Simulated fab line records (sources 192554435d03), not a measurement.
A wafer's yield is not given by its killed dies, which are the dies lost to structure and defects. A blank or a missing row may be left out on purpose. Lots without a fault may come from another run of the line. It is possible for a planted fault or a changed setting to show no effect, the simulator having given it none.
Which of the tools did it? | flow n5_finfet | 9 lots, 25 wafers sampled, at 5 steps of a route of 1938

## WHAT THE GAUGES SHOWED, per wafer
N5_BEOL_M4_RC_MEAS_101.
lot  | measured     | on        | DIBL_N (mV/V)
L464 | day 8 00:55  | prober-01 | 37.2 34.5 34.7
L463 | day 8 08:34  | prober-02 | 36.8 35.5 33.7
L471 | day 10 00:00 | prober-02 | 38.4 38.6 42.0
L473 | day 10 10:58 | prober-02 | 34.3 35.7
L476 | day 11 13:06 | prober-01 | 34.3 34.9
L478 | day 11 10:03 | prober-02 | 37.9 37.5 35.4
L480 | day 11 21:56 | prober-02 | 40.4 37.3 37.1
L483 | day 13 12:13 | prober-01 | 36.6 36.6 37.1
L486 | day 13 12:05 | prober-02 | 37.0 35.9 39.1

## WHAT TOOL EACH LOT RAN ON (gives the tool, then ch and the chambers of the sampled wafers, and finally the start)
lot  | N5_HKMG_FIN_ETCHBACK_68           | N5_GATE_CUT_ETCH_58                | N5_GATE_CUT_STRIP_59               | N5_GATE_CUT_CMP_02
L464 | rie_metal-02 ch 0,1, day 4 12:20  | rie_diel-04 ch 0,1,2, day 4 14:26  | rie_diel-04 ch 0,1,2, day 4 14:32  | cmp-03 ch 0,1,3, day 4 17:17
L463 | rie_metal-03 ch 0,1, day 4 12:58  | rie_diel-06 ch 2,3, day 4 15:10    | rie_diel-06 ch 2,3, day 4 15:17    | cmp-03 ch 0,1,3, day 4 19:20
L471 | rie_metal-03 ch 0,1, day 6 08:04  | rie_diel-02 ch 1,2, day 6 10:22    | rie_diel-02 ch 1,2, day 6 10:28    | cmp-03 ch 0,1,2, day 6 13:01
L473 | rie_metal-02 ch 0,1, day 7 02:10  | rie_diel-06 ch 0, day 7 04:16      | rie_diel-06 ch 0, day 7 04:22      | cmp-03 ch 0, day 7 06:54
L476 | rie_metal-01 ch 0,1, day 7 17:37  | rie_diel-02 ch 1,3, day 7 19:47    | rie_diel-02 ch 1,3, day 7 19:53    | cmp-03 ch 0,3, day 7 22:49
L478 | rie_metal-03 ch 0,1, day 8 01:52  | rie_diel-02 ch 1,2, day 8 04:03    | rie_diel-02 ch 1,2, day 8 04:09    | cmp-02 ch 0,2,3, day 8 06:39
L480 | rie_metal-01 ch 0,1, day 8 12:07  | rie_diel-02 ch 0,1,2, day 8 14:16  | rie_diel-02 ch 0,1,2, day 8 14:22  | cmp-04 ch 1,2,3, day 8 17:52
L483 | rie_metal-03 ch 0,1, day 9 11:47  | rie_diel-04 ch 0,1,2, day 9 13:53  | rie_diel-04 ch 0,1,2, day 9 13:59  | cmp-02 ch 0,1,2, day 9 16:34
L486 | rie_metal-03 ch 0,1, day 10 04:04 | rie_diel-02 ch 0,1,3, day 10 06:10 | rie_diel-02 ch 0,1,3, day 10 06:16 | cmp-04 ch 0,1,2, day 10 08:49
- N5_HKMG_FIN_ETCHBACK_68: etches the open film in Cl2/Ar, stops on HfO2, target depth 0.5 nm.
- N5_GATE_CUT_ETCH_58: etches SiNx in CH3F/O2, target depth 17 nm, time 128.6 s.
- N5_GATE_CUT_STRIP_59: strips in N2/H2, time 20 s.
- N5_GATE_CUT_CMP_02: polishes, stops on SiO2, t overpolish 12.7 s, target thk 0 nm.

## THE ANSWER, worked out from the rows above alone
Rule: usual is defined by the lots themselves. The widest of any qualifying gaps counts: lots, ordered by their means at a reading, are off when they make up no more than a third of the lots, leave a main group of 4 or more, and stand apart from it by 3 or more times the standard deviation of that group's means. The tables above print the reading to a certain number of digits; a main group whose means all agree to those digits is not used. Also off: a lot with no number at a reading for which 4 or more lots have one. The other lots that the step has rows for count as sound.
Nothing can be told from this: no lot is off at any reading shown.

## WHAT THE SIMULATOR HAD PUT IN
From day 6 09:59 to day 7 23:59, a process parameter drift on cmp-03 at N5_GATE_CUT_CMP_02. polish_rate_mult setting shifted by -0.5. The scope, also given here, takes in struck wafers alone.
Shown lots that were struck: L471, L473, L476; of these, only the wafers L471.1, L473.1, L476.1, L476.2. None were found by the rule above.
